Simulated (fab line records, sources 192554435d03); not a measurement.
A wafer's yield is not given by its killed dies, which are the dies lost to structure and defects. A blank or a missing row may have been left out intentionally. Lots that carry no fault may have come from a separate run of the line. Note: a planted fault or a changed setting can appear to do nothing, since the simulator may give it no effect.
Matching of chambers ; flow n5-finfet ; rie-diel-01 running N5_SDB_ETCH_17: 4 sister chambers
The step etches SiARC in CF4, target depth 23.4 nm, time 39 s. 8 wafers are shown with their chamber, then 6 later ones without.

== WAFERS WITH THEIR CHAMBER ==
wafer;chamber;showerhead-plenum-p-Torr (Torr);drypump-motor-current-A (A)
L906.1;0;2.27;6.2
L908.6;0;2.27;6.2
L918.1;3;2.13;6.4
L918.2;2;2.14;5.5
L918.6;1;2.12;5.9
L923.3;3;2.13;6.4
L923.5;2;2.13;5.6
L923.6;1;2.12;5.9

== WAFERS MISSING THEIR CHAMBER ==
wafer;showerhead-plenum-p-Torr (Torr);drypump-motor-current-A (A)
L925.1;2.26;6.2
L925.3;2.13;5.5
L925.4;2.12;6.5
L926.1;2.12;6.4
L926.3;2.13;5.5
L926.6;2.26;6.2

== THE CHAMBER EACH PASSED THROUGH ==
wafer;from the rows above;in truth
L925.1;0;0
L925.3;2;2
L925.4;3;3
L926.1;3;3
L926.3;2;2
L926.6;0;0
Correct placement for 6 of the 6. Number that these rows cannot place: 0. Wrongly placed: 0.
How it was worked out, from the rows above alone: a wafer's distance from a chamber is the root of the sum, over the readings, of the square of ((its reading less the chamber's mean) divided by the reading's scatter). The wafer belongs to the nearest chamber; if the next one is less than 2 further off, it can't be placed. Each chamber's mean is taken over the wafers shown for it. How the scatter is found: for the shown wafers, subtract from each reading the mean of its chamber, square and add these, divide the total by (wafers less chambers), then take the root.
